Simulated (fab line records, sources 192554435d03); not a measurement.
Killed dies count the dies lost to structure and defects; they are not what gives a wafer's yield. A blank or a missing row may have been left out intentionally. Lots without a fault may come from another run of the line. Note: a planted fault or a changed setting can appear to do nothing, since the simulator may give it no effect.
Which tool did it?	flow n5 finfet	28 wafers sampled from 11 lots at 1 step of a route of 1938

WHAT THE GAUGES READ, wafer by wafer
N5_HKMG_FIN_CD_MEAS_12 targets a cd of 92.8 nm.
lot	measured	on	cd nm (nm)
L443	day 4 07:35	cd sem-02	93.3 93.1 92.5
L446	day 5 03:59	cd sem-01	92.3 93.9 93.2
L447	day 5 07:17	cd sem-02	92.3 91.9
L449	day 5 21:15	cd sem-03	94.1 94.1 93.5
L452	day 6 18:21	cd sem-02	91.5 92.7 92.3
L453	day 6 20:30	cd sem-02	93.2 92.3
L456	day 7 13:28	cd sem-01	92.9 93.1 92.9
L457	day 7 20:46	cd sem-02	93.0 93.0
L459	day 8 09:46	cd sem-01	92.9 94.0
L460	day 8 16:20	cd sem-01	94.3 93.9
L464	day 9 17:22	cd sem-01	93.3 92.9 92.1

EACH LOT AND THE TOOL THAT RAN IT (in order: tool; ch and the chambers of the sampled wafers; start)
No process step before these readings appears in the record.

THE ANSWER, worked out from the rows above alone
Rule: the lots themselves supply what counts as usual. Put in order of their means at a reading, lots are off if they are a third of the lots or fewer, leave a main group of 4 or more, and stand apart from it by a gap of 3 or more times the standard deviation of the main group's means; of several such gaps the widest counts. Not used: any main group whose means are identical at the precision the tables above print for the reading. A lot without any number at a reading at which 4 lots or more have one is off too. Any other lot the step has rows for is counted as sound.
No lot is off at any reading shown: from this, nothing can be told.

WHAT WAS PUT IN BY THE SIMULATOR
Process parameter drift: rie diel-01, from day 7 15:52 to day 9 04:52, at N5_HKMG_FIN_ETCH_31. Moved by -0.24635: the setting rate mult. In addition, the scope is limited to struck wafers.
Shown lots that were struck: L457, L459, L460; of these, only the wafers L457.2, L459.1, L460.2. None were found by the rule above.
